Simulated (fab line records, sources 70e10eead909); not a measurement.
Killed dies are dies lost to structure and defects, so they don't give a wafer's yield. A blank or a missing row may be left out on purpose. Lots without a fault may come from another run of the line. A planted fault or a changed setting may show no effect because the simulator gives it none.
A struck lot beside a sound one | flow nand_harc | 12 steps out of a route of 1302
Sound: wafers L423.1, L423.4, L423.6. Struck: wafers L431.1, L431.3, L431.4. The cause comes at the end.
At each step with rows: each side's tool, then ch and its chambers, then its first start. Under that, the readings that differ: sound wafers | struck wafers | difference of the means | sigmas: that difference in standard deviations of wafers without a fault.
alike: readings whose means differ by less than 2 such deviations, and words and numbers that are the same on both sides. not compared: withheld readings, readings that some wafer has no value for, bounds like >300 that may hide the same value, and numbers for which the record gives no deviation and whose values overlap.
The two part at a step that has a row with sigmas, a row that says differs or no value, or rows on one side only. Numbers that don't overlap but have no deviation are shown without sigmas and don't part them. A reading that every wafer of one side lacks parts them only if that side has two wafers or more.

first, 1 step without rows for these wafers: NHARC_A_SLIT_SRD_20.
NHARC_A_SLIT_CD_MEAS_21:
  sound on cd_sem-02, day 20 08:14; struck on cd_sem-02, day 24 05:08
  alike: cd_nm
then, 3 steps without rows for these wafers: NHARC_A_SIN_REMOVE_WET_00 (chemistry H3PO4, time 15300 s); NHARC_A_SIN_REMOVE_PRECLEAN_01 (cleans in SC1); NHARC_A_SIN_REMOVE_SRD_02.
NHARC_A_SIN_REMOVE_INSPECT_04:
  sound on defect_inspect-01, day 20 14:49; struck on defect_inspect-02, day 24 11:47
  alike: raw_defect_count
NHARC_A_WL_FILL_ALD_00: deposits Al2O3, target thk 3 nm, pulse time 3 s, ald cycles 30.
  sound on ald_hk-04 ch 0,1,3, day 20 14:57; struck on ald_hk-02 ch 0,1,2, day 24 11:51
  alike: heater_power_w, precursor_pulse_height_rel
NHARC_A_WL_FILL_RTA_01: time 5 s.
  sound on rtp_anneal-01 ch 0, day 20 15:10; struck on rtp_anneal-01 ch 0, day 24 12:07
  alike: lamp_power_pct, lamp_zone_6_pct, wafer_temp_C_max
NHARC_A_WL_FILL_ALD_02: deposits TiN, target thk 2 nm, pulse time 3 s, ald cycles 100.
  sound on ald_metal-03 ch 1,2,3, day 20 15:27; struck on ald_metal-04 ch 0,1,3, day 24 12:22
  alike: heater_power_w, precursor_pulse_height_rel
NHARC_A_WL_FILL_CVD_03: deposits W, target thk 40 nm, time 279 s.
  sound on cvd_w-02 ch 0,1, day 20 15:49; struck on cvd_w-01 ch 0,1, day 24 12:49
  reading                | sound          | struck         | difference | sigmas
  throttle_valve_pct (%) | 8.61 8.28 7.96 | 7.96 8.01 7.68 | -0.40      | -2
  alike: heater_power_w
NHARC_A_WL_FILL_ETCHBACK_04: etches the open film in NF3, target depth 60 nm, time 120 s.
  sound on rie_metal-03 ch 1, day 20 16:11; struck on rie_metal-03 ch 0,1, day 24 13:08
  no value came back on the struck wafers for chamber_pressure_mTorr (mTorr), drypump_motor_current_A (A), oes_product_au (a.u.); on the sound wafers chamber_pressure_mTorr (mTorr) reads 300.10 300.13 300.28
  not compared: rf_hours_counter_h
NHARC_A_WL_FILL_ETCHBACK_05: etches the open film in Cl2/BCl3, target depth 22 nm, time 60 s.
  sound on rie_metal-03 ch 1, day 20 16:37; struck on rie_metal-03 ch 0,1, day 24 13:23
  alike: chamber_pressure_mTorr, drypump_motor_current_A, oes_product_au
  not compared: rf_hours_counter_h

WHERE THEY PART
First at NHARC_A_WL_FILL_CVD_03; last, within this record, at NHARC_A_WL_FILL_ETCHBACK_04. Later steps at which nothing parts them and some readings are alike: NHARC_A_WL_FILL_ETCHBACK_05.

WHY: what the simulator had put in
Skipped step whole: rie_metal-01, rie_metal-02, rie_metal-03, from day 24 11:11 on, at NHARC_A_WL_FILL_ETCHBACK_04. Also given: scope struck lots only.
